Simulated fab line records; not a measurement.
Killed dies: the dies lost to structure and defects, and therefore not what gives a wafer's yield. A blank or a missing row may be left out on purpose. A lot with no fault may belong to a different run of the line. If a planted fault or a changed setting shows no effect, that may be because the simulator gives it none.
fab line records	flow n5_finfet
record lots=4	wafers=12	last_day=17
route steps=1938 shown BEOL_M1@820 BEOL_M2@841 BEOL_M4@1111 PASSIVATION@1936
lots untouched by any fault: they come from a run of this same line in which no faults occurred
start_h: hours from the record's first day to the start of the lot's first wafer shown	wait_h: hours since the lot's step before	" as in the row above	L1.1+2: one row covering several wafers at once	- no value present, or no start provided	* or withheld: withheld	< > ~ a bound
route shown NAME@n: a module of which the file shows steps, and the number in the route of the first	usual: mean and standard deviation over wafers with no fault	same: alike in all rows	chamber/n: place in a boat	sites: the reading at each site	_std_site: standard deviation across them	_edge_site: outer sites' mean less inner sites'	radius_mm: how far each site lies from the wafer's centre	mask NAME#n: copy n	behind: tool/chamber where the wafer was last shaped	hold: the reason the lot was held/the length of the hold in hours/how it ended	device: transistor that didn't switch, given as n, p or np	end of line: at the end of the route, the tests of the same wafers	step lacking rows: just its recipe	killed: dies that structure and defects cost at the first sort, which is not the same as the wafer's yield	map: per-die view of a wafer (x killed, . not killed, _ where there is no die)
set.NAME: the setting the step ran with; set.NAME@STEP: the setting that earlier step ran with	model.NAME: the simulator's own value behind a step, which no gauge read
a table for each step, a row for each wafer; lots at some steps of the route
services: the hour from which a tool's chamber was out of use, counted from the record's first day as start_h (under 0 if before that day), plus the number of hours and why
## steps
# step N5_BEOL_M1_SPUTTER_86
# recipe material=Cu	target_thk_a=45	temp_c=-20	chamber_pressure_pa=0.07	power_w=withheld	time_s=8.29
# step N5_BEOL_M1_ANNEAL_87
# recipe temp_c=400	time_s=240	ambient=vacuum
# step N5_BEOL_M1_SPUTTER_88
# recipe material=Cu	target_thk_a=45	temp_c=-20	chamber_pressure_pa=0.07	power_w=withheld	time_s=8.29
# step N5_BEOL_M1_ANNEAL_89
# recipe temp_c=400	time_s=240	ambient=vacuum
# step N5_BEOL_M1_SPUTTER_90
# recipe material=Cu	target_thk_a=45	temp_c=-20	chamber_pressure_pa=0.07	power_w=withheld	time_s=8.29
# step N5_BEOL_M1_ANNEAL_91
# recipe temp_c=400	time_s=240	ambient=vacuum
# step N5_BEOL_M1_SPUTTER_92
# recipe material=Cu	target_thk_a=45	temp_c=-20	chamber_pressure_pa=0.07	power_w=withheld	time_s=8.29
# step N5_BEOL_M1_ANNEAL_93
# recipe temp_c=400	time_s=240	ambient=vacuum
# step N5_BEOL_M1_SPUTTER_94
# recipe material=Cu	target_thk_a=45	temp_c=-20	chamber_pressure_pa=0.07	power_w=withheld	time_s=8.29
# step N5_BEOL_M1_ANNEAL_95
# recipe temp_c=400	time_s=240	ambient=vacuum
# step N5_BEOL_M1_SPUTTER_96
# recipe material=Cu	target_thk_a=45	temp_c=-20	chamber_pressure_pa=0.07	power_w=withheld	time_s=8.29
# step N5_BEOL_M1_ECD_50
# recipe material=Cu	target_thk_a=3000
# step N5_BEOL_M1_ANNEAL_51
# recipe temp_c=225	time_s=90	ambient=N2
# usual anneal_temp_c=225.02/0.2	anneal_temp_c_max=226.21/0.28	time_s=90/0	wafer_temp_C_max=226.4/0.49
lot.wafer	tool	chamber	start_h	wait_h	anneal_temp_c	anneal_temp_c_max	time_s	wafer_temp_C_max
L322.1	rtp_anneal-02	-	212.68	0.1	-	-	-	-
L322.2	"	-	"	"	-	-	-	-
L322.3	"	-	"	"	-	-	-	-
L323.3	rtp_anneal-01	-	216.27	0.1	-	-	-	-
L323.4	"	-	"	"	-	-	-	-
L323.6	"	-	"	"	-	-	-	-
L329.1	rtp_anneal-01	0	253.17	0.1	224.58	225.76	90	226.5
L329.2	"	0	"	"	224.91	226.12	90	227.0
L329.4	"	0	"	"	224.75	226.00	90	226.3
L331.1	rtp_anneal-01	0	264.32	0.1	224.75	225.97	90	226.9
L331.4	"	0	"	"	224.60	225.83	90	226.4
L331.6	"	0	"	"	224.63	225.93	90	227.5
# step N5_BEOL_M1_CMP_52
# recipe stop_on=SiOC	t_overpolish_s=6.8	down_force_psi=1	platen_rpm=50	clearing_platen_down_force_psi=1.5	clearing_platen_rpm=50	post_cmp_clean=cu_alkaline	target_thk_nm=40	clearing_platen_pad_velocity_m_s=0.99484	pad_velocity_m_s=0.99484
# usual barrier_field_endpoint_s=24.5/0.51	motor_current_A=6.2/0.41	overpolish_run_s=6.799/0.0095	platen_rpm=50.00/0.036	slurry_filter_dp_kPa=13.50/0.15	time_to_endpoint_s=61.2/2.8
lot.wafer	tool	chamber	start_h	wait_h	barrier_field_endpoint_s	motor_current_A	overpolish_run_s	platen_rpm	slurry_filter_dp_kPa	time_to_endpoint_s
L322.1	cmp-01	0	212.99	0.3	29.0	6.3	6.801	50.01	13.84	81.3
L322.3	"	1	"	"	28.7	5.8	6.780	50.00	13.29	83.8
L322.2	"	2	"	"	29.4	6.7	6.807	50.00	13.46	80.0
L323.4	cmp-04	3	216.48	0.1	29.4	6.1	6.793	50.00	13.63	79.3
L323.3	"	0	"	"	28.9	5.6	6.807	50.03	13.40	79.8
L323.6	"	0	"	"	29.3	6.1	6.793	49.98	13.59	81.0
L329.4	cmp-01	1	253.53	0.2	25.0	5.8	6.793	49.98	13.55	59.9
L329.1	"	2	"	"	24.0	7.0	6.806	50.04	13.57	60.0
L329.2	"	3	"	"	24.4	6.7	6.792	49.99	13.50	61.1
L331.4	cmp-01	2	264.83	0.3	23.4	6.6	6.814	50.03	13.59	54.3
L331.1	"	0	"	"	23.2	6.5	6.791	50.05	13.59	57.2
L331.6	"	1	"	"	23.6	6.1	6.790	50.00	13.46	57.1
# step N5_BEOL_M1_THK_MEAS_53
# recipe thk_meas_gauge=xrf	reads=Cu_of_BEOL_M1_ECD_50
# usual M1_THK=39.4/1.4
lot.wafer	tool	chamber	start_h	wait_h	M1_THK[nm]
L322.1	film_metro-01	-	213.28	-	44.8
L322.2	"	-	"	"	46.3
L322.3	"	-	"	"	43.6
L323.3	film_metro-01	-	216.77	-	55.8
L323.4	"	-	"	"	49.4
L323.6	"	-	"	"	47.8
L329.1	film_metro-02	-	253.79	-	38.3
L329.2	"	-	"	"	38.6
L329.4	"	-	"	"	40.1
L331.1	film_metro-02	-	265.09	-	38.9
L331.4	"	-	"	"	38.5
L331.6	"	-	"	"	40.1
# step N5_BEOL_M1_PRE_CLEAN_60
# recipe gas=NH3/H2	time_s=15	temp_c=*	rf_power_w=300
# step N5_BEOL_M1_CO_CAP_55
# recipe material=Co	target_thk_a=20	temp_c=200	precursor=CCTBA/H2	pressure_torr=30	time_s=102.1
# step N5_BEOL_M1_PRE_CLEAN_56
# recipe gas=NH3	time_s=15	temp_c=withheld	rf_power_w=300
# step N5_BEOL_M1_DEP_57
# recipe material=SiCN	target_thk_a=80	temp_c=withheld	precursor=3MS/NH3	pressure_torr=3	rf_w=202	time_s=14
# step N5_BEOL_M1_RS_MEAS_58
# recipe thk_meas_gauge=four-point-probe	reads=Co_of_BEOL_M1_CO_CAP_55+Cu_of_BEOL_M1_ECD_50+Co_of_BEOL_M1_CVD_47+TaN_of_BEOL_M1_ALD_84
# usual M1_RS=0.68/0.032
lot.wafer	tool	chamber	start_h	wait_h	M1_RS[ohm/sq]
L322.1	film_metro-02	-	213.54	0.0	0.78
L322.2	"	-	"	"	0.77
L322.3	"	-	"	"	0.77
L323.3	film_metro-02	-	217.03	0.1	0.77
L323.4	"	-	"	"	0.82
L323.6	"	-	"	"	0.79
L329.1	film_metro-02	-	254.05	0.0	0.71
L329.2	"	-	"	"	0.70
L329.4	"	-	"	"	0.67
L331.1	film_metro-02	-	265.36	0.0	0.69
L331.4	"	-	"	"	0.69
L331.6	"	-	"	"	0.67
# step N5_BEOL_M2_ILD_DEP_00
# recipe material=SiOC	target_thk_a=790	temp_c=350	precursor=DEMS/O2	pressure_torr=5	rf_w=500	time_s=15.3
# step N5_BEOL_M2_PECVD_72
# recipe material=SiO2	target_thk_a=160	temp_c=400	precursor=TEOS/O2	pressure_torr=5.5	rf_w=450	teos_flow_sccm=53.8	gas=O2	flow_sccm=3000	time_s=18
# step N5_BEOL_M2_HM_DEP_02
# recipe material=TiN	target_thk_a=200	temp_c=25	chamber_pressure_pa=0.49996
# step N5_BEOL_M2_COAT_61
# recipe resist=SOC	temp_c=250	time_s=60	spin_rpm=1500	resist_thk_nm=60
# step N5_BEOL_M2_COAT_62
# recipe resist=SiARC	temp_c=220	time_s=60	spin_rpm=1500	resist_thk_nm=12
# step N5_BEOL_M2_COAT_73
# recipe resist=underlayer	temp_c=205	time_s=60	spin_rpm=1500	resist_thk_nm=5
# step N5_BEOL_M2_COAT_05
# recipe resist=CAR-EUV	spin_rpm=1500	resist_thk_nm=30
# step N5_BEOL_M2_EBR_07
# recipe solvent=PGMEA	ebr_width_mm=1.5
# step N5_BEOL_M2_SOFTBAKE_06
# recipe temp_c=110	time_s=60	resist=CAR-EUV
# step N5_BEOL_M2_EXPOSE_08
# recipe mask_id=M2	na=0.33	source_shape=dipole	sigma_inner=0.369	sigma_outer=0.767	polarization=unpolarized	dose_mj=41.25
# step N5_BEOL_M2_PEB_09
# recipe peb_temp_c=100	peb_time_s=60	resist=CAR-EUV
# step N5_BEOL_M2_DEVELOP_10
# recipe develop_time_s=30	developer=TMAH	resist=CAR-EUV	rinse_liquid=surfactant_rinse	dry=air_spin	dev_temp_c=23
# step N5_BEOL_M2_DESCUM_16
# recipe chemistry=O2	time_s=7	source_power_w=50	bias_power_w=20	pressure_mtorr=20	rf_frequency_hz=2.712e+07	temp_c=40	resist=CAR-EUV	o2_flow_sccm=225
# step N5_BEOL_M2_ETCH_74
# recipe chemistry=N2/H2	target=underlayer	target_depth_a=65	mask_material=CAR-EUV	time_s=5.2	ion_energy_ev=200	pressure_mtorr=30	source_w=840	bias_w=150	n2_flow_sccm=200	h2_flow_sccm=200	ends=cleared
# step N5_BEOL_M2_ETCH_63
# recipe chemistry=CF4	target=SiARC	target_depth_a=156	mask_material=CAR-EUV	time_s=26	ion_energy_ev=80	pressure_mtorr=40	source_w=545	bias_w=36	Ar_flow_sccm=100	cf4_flow_sccm=100	ends=cleared
# step N5_BEOL_M2_ETCH_64
# recipe chemistry=N2/H2	target=SOC	target_depth_a=750	overetch_a=225	mask_material=SiARC	temp_c=40	time_s=121.9	ion_energy_ev=200	pressure_mtorr=30	source_w=840	bias_w=150	n2_flow_sccm=200	h2_flow_sccm=200
# step N5_BEOL_M2_STRIP_65
# recipe chemistry=N2/H2	temp_c=40	n2_flow_sccm=200	h2_flow_sccm=200	rf_frequency_hz=6e+07
# step N5_BEOL_M4_RC_MEAS_101
# usual COMB_M1_max_site=8.1e-11/2e-11	DIBL_N=35.9/1.3	DIBL_P=36.3/1.5	IOFF_N=0.153/0.023	IOFF_P=0.208/0.028	ION_N=672/9.7	ION_P=462/6.6	SS_N=71.5/0.53	SS_P=73.3/0.59	VT_N=250.4/2.7	VT_P=-250.5/3
lot.wafer	tool	chamber	start_h	wait_h	COMB_M1_max_site[S/m]	DIBL_N[mV/V]	DIBL_P[mV/V]	IOFF_N[nA/um]	IOFF_P[nA/um]	ION_N[uA/um]	ION_P[uA/um]	SS_N[mV/dec]	SS_P[mV/dec]	VT_N[mV]	VT_P[mV]
L322.1	prober-02	0	251.21	0.0	~0.0014286	34.2	33.3	0.123	0.186	667	457	70.7	73.0	251.6	-250.0
L322.2	"	0	"	"	~0.0014286	36.8	35.5	0.164	0.214	665	456	71.8	74.4	248.8	-249.2
L322.3	"	0	"	"	~0.0014286	36.4	35.1	0.151	0.211	664	453	72.0	74.2	250.9	-248.5
L323.3	prober-02	0	275.10	0.3	~0.0014286	35.8	36.4	0.141	0.198	665	460	72.2	73.2	250.4	-249.7
L323.4	"	0	"	"	~0.0014286	36.5	36.8	0.147	0.204	666	458	71.8	73.8	251.5	-252.5
L323.6	"	0	"	"	~0.0014286	37.0	37.2	0.146	0.203	671	460	71.6	72.7	252.6	-251.7
L329.1	prober-01	0	303.11	0.5	9.4e-11	33.3	34.4	0.129	0.212	668	473	70.7	73.2	252.3	-250.3
L329.2	"	0	"	"	1.04e-10	34.7	36.0	0.153	0.238	674	464	71.0	74.1	249.5	-247.3
L329.4	"	0	"	"	7.1e-11	33.8	34.3	0.130	0.206	659	463	70.7	72.8	253.6	-248.2
L331.1	prober-02	0	313.17	0.0	5.8e-11	36.0	37.0	0.158	0.206	682	463	71.5	73.6	249.5	-248.8
L331.4	"	0	"	"	6.3e-11	36.5	37.6	0.170	0.213	671	457	72.0	74.4	249.0	-249.0
L331.6	"	0	"	"	9.2e-11	35.9	36.4	0.157	0.202	674	462	71.7	73.3	247.9	-253.1
# step N5_PASSIVATION_PROBE_49
# usual defect_limited_yield=91.1/1.5	killed_at_M0_to_M3=35/9.5	killed_at_M4_up=13/5.2	killed_at_contacts=12/6.1	killed_at_front_end=41/14	killed_at_other=3.8/2.9	killed_dies=105/17	killed_on_rim=13/4.1	killed_open=70/13	killed_short=33/8.4	sort_bin_5_function=5.1/0.97	sort_bin_6_memory=3.4/0.69	sort_n_pass=1075/17	sort_yield_pct=91.1/1.5
# same gross_dies=1180	killed_at_back_side=0	sort_bin_4_leakage[%]=0	sort_bin_8_speed[%]=0
lot.wafer	tool	chamber	start_h	wait_h	defect_limited_yield[%]	killed_at_M0_to_M3	killed_at_M4_up	killed_at_contacts	killed_at_front_end	killed_at_other	killed_dies	killed_on_rim	killed_open	killed_short	sort_bin_5_function[%]	sort_bin_6_memory[%]	sort_n_pass	sort_yield_pct[%]
L322.1	prober-01	-	355.17	0.0	52.5	488	10	14	42	6	560	16	76	39	5.5	4.0	620	52.5
L322.2	prober-01	-	355.22	0.1	56.1	430	12	32	42	2	518	152	81	32	5.7	3.7	662	56.1
L322.3	prober-01	-	355.27	0.1	66.9	318	8	25	36	3	390	152	80	18	5.8	2.5	790	66.9
L323.3	prober-01	-	374.07	0.1	49.4	502	11	19	61	4	597	152	82	41	6.6	3.7	583	49.4
L323.4	prober-01	-	374.12	0.2	42.8	594	8	9	55	9	675	19	73	40	5.3	4.0	505	42.8
L323.6	prober-01	-	374.22	0.3	43.2	573	17	19	58	3	670	18	80	51	6.3	4.8	510	43.2
L329.1	prober-02	-	411.60	0.0	91.2	25	14	16	44	5	104	13	64	34	5.5	3.0	1076	91.2
L329.2	prober-02	-	411.65	0.1	89.2	34	24	10	54	6	128	14	87	40	6.5	4.0	1052	89.2
L329.4	prober-02	-	411.75	0.2	92.2	36	10	16	27	3	92	10	66	19	4.2	3.6	1088	92.2
L331.1	prober-01	-	416.79	0.0	93.1	20	11	16	26	8	81	10	60	18	4.2	2.6	1099	93.1
L331.4	prober-01	-	416.94	0.2	93.1	28	4	24	15	11	82	8	50	31	3.9	3.0	1098	93.1
L331.6	prober-01	-	417.04	0.3	93.7	27	7	12	22	6	74	15	48	24	3.8	2.2	1106	93.7
# killed by level:class
L322.1 BEOL_M1:area_cmp=445 STI_FIN_REVEAL:geometric_particle:open=15 MOL_CONTACT_COAG:geometric_particle:open=12 FIN_SAQP:geometric_particle:open=9 BEOL_M3:geometric_particle:open=8 BEOL_M0_SAQP:geometric_particle:open=7 BEOL_M0_SAQP:geometric_particle:short=6 BEOL_M1:geometric_particle:open=6
L322.2 BEOL_M1:area_cmp=404 MOL_CONTACT_COAG:geometric_particle:open=21 STI_FIN_REVEAL:geometric_particle:open=19 MOL_CONTACT_COAG:geometric_particle:short=11 BEOL_M0_SAQP:geometric_particle:open=10 BEOL_M4:geometric_particle:open=8 BEOL_M1:geometric_particle:open=6 STI_FIN_REVEAL:geometric_particle:short=4
L322.3 BEOL_M1:area_cmp=291 MOL_CONTACT_COAG:geometric_particle:open=21 STI_FIN_REVEAL:geometric_particle:open=18 DUMMY_GATE:geometric_particle:open=7 BEOL_M1:geometric_particle:open=7 BEOL_M3:geometric_particle:open=6 BEOL_M0_SAQP:geometric_particle:open=5 MOL_CONTACT_COAG:geometric_particle:short=3
L323.3 BEOL_M1:area_cmp=471 MOL_CONTACT_COAG:geometric_particle:open=17 STI_FIN_REVEAL:geometric_particle:open=14 BEOL_M3:geometric_particle:open=10 GATE_CUT:geometric_particle:open=8 FIN_SAQP:geometric_particle:short=7 GATE_CUT:geometric_particle:short=7 DUMMY_GATE:geometric_particle:open=5
L323.4 BEOL_M1:area_cmp=561 STI_FIN_REVEAL:geometric_particle:open=10 GATE_CUT:geometric_particle:short=10 FIN_SAQP:geometric_particle:open=8 MOL_CONTACT_COAG:geometric_particle:open=8 BEOL_M3:geometric_particle:short=8 BEOL_M3:geometric_particle:open=7 FIN_SAQP:geometric_particle:short=6
L323.6 BEOL_M1:area_cmp=534 MOL_CONTACT_COAG:geometric_particle:open=17 BEOL_M3:geometric_particle:open=10 STI_FIN_REVEAL:geometric_particle:open=9 BEOL_M3:geometric_particle:short=9 FIN_SAQP:geometric_particle:short=8 GATE_CUT:geometric_particle:short=6 FIN_SAQP:geometric_particle:open=5
L329.1 MOL_CONTACT_COAG:geometric_particle:open=12 GATE_CUT:geometric_particle:short=8 STI_FIN_REVEAL:geometric_particle:open=7 BEOL_M0_SAQP:geometric_particle:open=7 FIN_SAQP:geometric_particle:short=6 BEOL_M3:geometric_particle:short=5 SD_EPI_P:coat_microbubble_printed=5 BEOL_M4:geometric_particle:open=5
L329.2 DUMMY_GATE:geometric_particle:open=13 BEOL_M0_SAQP:geometric_particle:short=12 FIN_SAQP:geometric_particle:open=11 BEOL_M2:geometric_particle:open=10 MOL_CONTACT_COAG:geometric_particle:open=9 FIN_SAQP:geometric_particle:short=8 GATE_CUT:geometric_particle:short=7 BEOL_M0_SAQP:geometric_particle:open=7
L329.4 BEOL_M2:geometric_particle:open=14 MOL_CONTACT_COAG:geometric_particle:open=13 FIN_SAQP:geometric_particle:open=7 BEOL_M0_SAQP:geometric_particle:open=6 BEOL_M3:geometric_particle:open=6 GATE_CUT:geometric_particle:short=5 BEOL_M0_SAQP:geometric_particle:short=4 BEOL_M4:geometric_particle:open=4
L331.1 MOL_CONTACT_COAG:geometric_particle:open=13 STI_FIN_REVEAL:geometric_particle:open=7 BEOL_M2:geometric_particle:open=6 FIN_SAQP:geometric_particle:open=5 BEOL_M8:geometric_particle:open=4 MIM_TOP:geometric_particle:open=4 DUMMY_GATE:geometric_particle:open=3 BEOL_M1:geometric_particle:open=3
L331.4 MOL_CONTACT_COAG:geometric_particle:open=18 MOL_CONTACT_COAG:geometric_particle:short=6 BEOL_M0_SAQP:geometric_particle:short=6 BEOL_M0_SAQP:geometric_particle:open=6 BEOL_M3:geometric_particle:open=5 BEOL_M0:geometric_particle:short=4 MIM_TOP:geometric_particle:short=4 STI_FIN_REVEAL:geometric_particle:open=3
L331.6 MOL_CONTACT_COAG:geometric_particle:open=11 BEOL_M3:geometric_particle:open=9 GATE_CUT:geometric_particle:short=5 BEOL_M0_SAQP:geometric_particle:open=4 BEOL_M1:geometric_particle:open=4 DUMMY_GATE:geometric_particle:open=3 BEOL_M0_SAQP:geometric_particle:short=3 BEOL_M2:geometric_particle:short=3
# map L322.1 (x killed, . not)
_________________........x...________________
______________xx...x............_____________
___________...........x............__________
__________.........................._________
________....x........................._______
_______.........x.....................x______
______......x.....xxxxxxxxxx.....xx....._____
_____...........xxxxxxxxxxxxxx...........____
____.........xxxxxxxxxxxxxxxxxxx.....x....___
___.........xxxxxxxxxxxxxxxxxxxxxx.....x..x__
___.......xxxxxxxxxxxxxxxxxxxxxxxxxx.......__
__.........xxxxxxxxxxxxxxxxxxxxxxxx........._
__.....x..xxxxxxxxxxxxxxxxxxxxxxxxxx..x....._
_....x....xxxxxxxxxxxxxxxxxxxxxxxxxx.........
_x..x....xxxxxxxxxxxxxxxxxxxxxxxxxxxx........
_x.x.....xxxxxxxxxxxxxxxxxxxxxxxxxxxx........
_..x.....xxxxxxxxxxxxxxxxxxxxxxxxxxxx......xx
_..x.x...xxxxxxxxxxxxxxxxxxxxxxxxxxxx......x.
_....x...xxxxxxxxxxxxxxxxxxxxxxxxxxxx........
_...x....xxxxxxxxxxxxxxxxxxxxxxxxxxxx.xxx....
_x........xxxxxxxxxxxxxxxxxxxxxxxxxxx.......x
__.x....x.xxxxxxxxxxxxxxxxxxxxxxxxxx........_
__......x..xxxxxxxxxxxxxxxxxxxxxxxx........._
___..x.x...xxxxxxxxxxxxxxxxxxxxxxxx........__
___x.......xxxxxxxxxxxxxxxxxxxxxxx.........__
____..........xxxxxxxxxxxxxxxxxx..........___
_____.......xx..xxxxxxxxxxxxxx.......x...____
______.......x....xxxxxxxxxx.......x...._____
_______.......xx...................x.x.______
________.........x............x..x...._______
__________......x..................._________
___________x..x......x.............__________
______________.............x...._____________
_________________.x.........x________________
# map L323.4 (x killed, . not)
_________________............________________
______________x.............xx.x_____________
___________........x.x...x.........__________
__________......x.x......x.........._________
________....................x........._______
_______..........xxxxxxxxxxxx..........______
______........xxxxxxxxxxxxxxxxxxx......._____
_____.......xxxxxxxxxxxxxxxxxxxxxx.......____
____.......xxxxxxxxxxxxxxxxxxxxxxxx......x___
___.......xxxxxxxxxxxxxxxxxxxxxxxxxx.......__
___......xxxxxxxxxxxxxxxxxxxxxxxxxxxx.....x__
__....x..xxxxxxxxxxxxxxxxxxxxxxxxxxxx....x.._
__.x....xxxxxxxxxxxxxxxxxxxxxxxxxxxxxx...xxx_
_.x.....xxxxxxxxxxxxxxxxxxxxxxxxxxxxxx.......
_.......xxxxxxxxxxxxxxxxxxxxxxxxxxxxxx..x...x
_......xxxxxxxxxxxxxxxxxxxxxxxxxxxxxxxx......
_x.....xxxxxxxxxxxxxxxxxxxxxxxxxxxxxxxx......
_x.x.x.xxxxxxxxxxxxxxxxxxxxxxxxxxxxxxxx......
_......xxxxxxxxxxxxxxxxxxxxxxxxxxxxxxxx.x.x..
_.....x.xxxxxxxxxxxxxxxxxxxxxxxxxxxxxx...xx..
_.......xxxxxxxxxxxxxxxxxxxxxxxxxxxxxx.......
__......xxxxxxxxxxxxxxxxxxxxxxxxxxxxxx......_
__.......xxxxxxxxxxxxxxxxxxxxxxxxxxxx...x.x._
___......xxxxxxxxxxxxxxxxxxxxxxxxxxxx.x...x__
___.......xxxxxxxxxxxxxxxxxxxxxxxxxx....x..__
____x.x....xxxxxxxxxxxxxxxxxxxxxxxx.......___
_____.......xxxxxxxxxxxxxxxxxxxxxx.......____
______........xxxxxxxxxxxxxxxxxx..x....._____
_______..x.......xxxxxxxxxxxx..........______
________.x......x...............x....x_______
__________......x....x............x._________
___________.x......................__________
______________............x....._____________
_________________........x...________________
## services
tool	chamber	start_h	hours	kind
cmp-04	-	212.19	2.0	repair
cmp-04	-	217.08	3.9	pm
cmp-04	-	240.82	2.1	repair
## key
first_sign step=N5_BEOL_M1_ANNEAL_51	reading=tool_record	direction=missing
effect step=N5_BEOL_M1_CMP_52	reading=barrier_field_endpoint_s	direction=up	sigmas=9.2	usual=24.5	struck=29.1
effect step=N5_BEOL_M1_THK_MEAS_53	reading=M1_THK	direction=up	sigmas=5.9	usual=39.4	struck=48.0
effect step=N5_BEOL_M1_RS_MEAS_58	reading=M1_RS	direction=up	sigmas=3.2	usual=0.68	struck=0.78
effect step=N5_BEOL_M4_RC_MEAS_101	reading=COMB_M1_max_site	direction=up	sigmas=99+	usual=8.1e-11	struck=~0.0014286
effect step=N5_PASSIVATION_PROBE_49	reading=killed_at_M0_to_M3	direction=up	sigmas=47	usual=35	struck=484
more_kills_born_at N5_BEOL_M1_CMP_52@cmp-04=1566	N5_BEOL_M1_CMP_52@cmp-01=1140
met_at N5_BEOL_M1_ANNEAL_51
struck_wafers L322.1,L322.2,L322.3,L323.3,L323.4,L323.6
fault kind=skipped_step_whole	tool=rtp_anneal-01,rtp_anneal-02	chamber=-	onset_h=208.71	steps=N5_BEOL_M1_ANNEAL_51	scope=struck_lots_only
